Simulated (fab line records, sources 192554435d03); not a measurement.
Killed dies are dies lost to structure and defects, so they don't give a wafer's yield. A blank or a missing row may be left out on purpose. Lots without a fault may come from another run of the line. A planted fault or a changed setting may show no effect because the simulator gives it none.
A struck lot beside a sound one | flow n5_finfet | 36 steps out of a route of 1938
Sound: wafers L667.2, L667.4, L667.6. Struck: wafers L673.2, L673.6. (L673.3 of the same lot was not struck and is left out.) The cause comes at the end.
At each step with rows: each side's tool, then ch and its chambers, then its first start. Under that, the readings that differ: sound wafers | struck wafers | difference of the means | sigmas: that difference in standard deviations of wafers without a fault.
alike: readings whose means differ by less than 2 such deviations, and words and numbers that are the same on both sides. not compared: withheld readings, readings that some wafer has no value for, bounds like >300 that may hide the same value, and numbers for which the record gives no deviation and whose values overlap.
The two part at a step that has a row with sigmas, a row that says differs or no value, or rows on one side only. Numbers that don't overlap but have no deviation are shown without sigmas and don't part them. A reading that every wafer of one side lacks parts them only if that side has two wafers or more.

first, 9 steps without rows for these wafers: N5_BEOL_M4_ANNEAL_95 (time 240 s); N5_BEOL_M4_SPUTTER_96 (material Cu, target thk 4.5 nm, time 8.29 s); N5_BEOL_M4_ECD_50 (material Cu, target thk 300 nm); N5_BEOL_M4_ANNEAL_51 (time 90 s); N5_BEOL_M4_CMP_52 (polishes, stops on SiOC, t overpolish 6.8 s, target thk 40 nm); N5_BEOL_M4_PRE_CLEAN_60 (time 15 s); N5_BEOL_M4_CO_CAP_55 (material Co, precursor CCTBA/H2, target thk 2 nm, time 102.1 s); N5_BEOL_M4_PRE_CLEAN_56 (time 15 s); N5_BEOL_M4_DEP_57 (deposits SiCN from 3MS/NH3, target thk 8 nm, time 14 s).
N5_BEOL_M4_RC_MEAS_101:
  sound on prober-01 ch 0, day 9 23:10; struck on prober-01 ch 0, day 11 20:59
  alike: DIBL_N, DIBL_P, IOFF_N, IOFF_P, ION_N, ION_P, SS_N, SS_P, VT_N, VT_P
then, 24 steps without rows for these wafers: N5_BEOL_M5_ILD_DEP_00 (deposits SiCOH lowk from DEMS/porogen, target thk 140.64 nm, time 25.9 s); N5_BEOL_M5_CURE_79 (cures SiCOH lowk, time 240 s); N5_BEOL_M5_PECVD_70 (deposits SiO2 from TEOS/O2, target thk 16 nm, time 18 s); N5_BEOL_M5_HM_DEP_02 (deposits TiN, target thk 20 nm); N5_BEOL_M5_COAT_59 (time 60 s, resist thk 60 nm); N5_BEOL_M5_COAT_60 (time 60 s, resist thk 12 nm); N5_BEOL_M5_COAT_71 (time 60 s, resist thk 5 nm); N5_BEOL_M5_COAT_05 (resist thk 30 nm); N5_BEOL_M5_EBR_07; N5_BEOL_M5_SOFTBAKE_06 (time 60 s); N5_BEOL_M5_EXPOSE_08 (exposes mask M5, target cd 28 nm); N5_BEOL_M5_PEB_09 (peb time 60 s); N5_BEOL_M5_DEVELOP_10 (develop time 30 s); N5_BEOL_M5_DESCUM_16 (chemistry O2, time 7 s); N5_BEOL_M5_ETCH_72 (etches underlayer in N2/H2, target depth 6.5 nm, time 5.2 s); N5_BEOL_M5_ETCH_61 (etches SiARC in CF4, target depth 15.6 nm, time 26 s); N5_BEOL_M5_ETCH_62 (etches SOC in N2/H2, target depth 75 nm, overetch 15 nm, time 112.5 s); N5_BEOL_M5_STRIP_63 (strips in N2/H2); N5_BEOL_M5_STRIP_73 (strips in N2/H2); N5_BEOL_M5_STRIP_64 (strips in CF4); N5_BEOL_M5_HM_OPEN_17 (chemistry Cl2/BCl3, target TiN, target depth 20 nm, overetch 6 nm); N5_BEOL_M5_STRIP_19 (strips in O2); N5_BEOL_M5_COAT_65 (time 60 s, resist thk 60 nm); N5_BEOL_M5_COAT_66 (time 60 s, resist thk 12 nm).
-- the record jumps here: 4 days lie between the struck wafers' starts before and after (it left off in module BEOL_M5 and takes up again in module MIM_TOP, whose first step shown is number 1838 of the route) --
N5_MIM_TOP_SPUTTER_03: material TiN, target thk 35 nm, time 89.7 s.
  sound on pvd_sputter-03, day 13 19:36; struck on pvd_sputter-03, day 16 00:27
  reading                                     | sound        | struck    | difference | sigmas
  model.TiN_of_MIM_TOP_SPUTTER_03.thk_nm (nm) | 35.2 35.2 35 | 56.2 56.4 | +21.2      |
  alike: throttle_valve_pct
N5_PASSIVATION_PROBE_49:
  the record has rows for the struck wafers here (prober-02, day 16 11:13) and none for the sound ones

WHERE THEY PART
Only at N5_PASSIVATION_PROBE_49, within this record.

WHY: what the simulator had put in
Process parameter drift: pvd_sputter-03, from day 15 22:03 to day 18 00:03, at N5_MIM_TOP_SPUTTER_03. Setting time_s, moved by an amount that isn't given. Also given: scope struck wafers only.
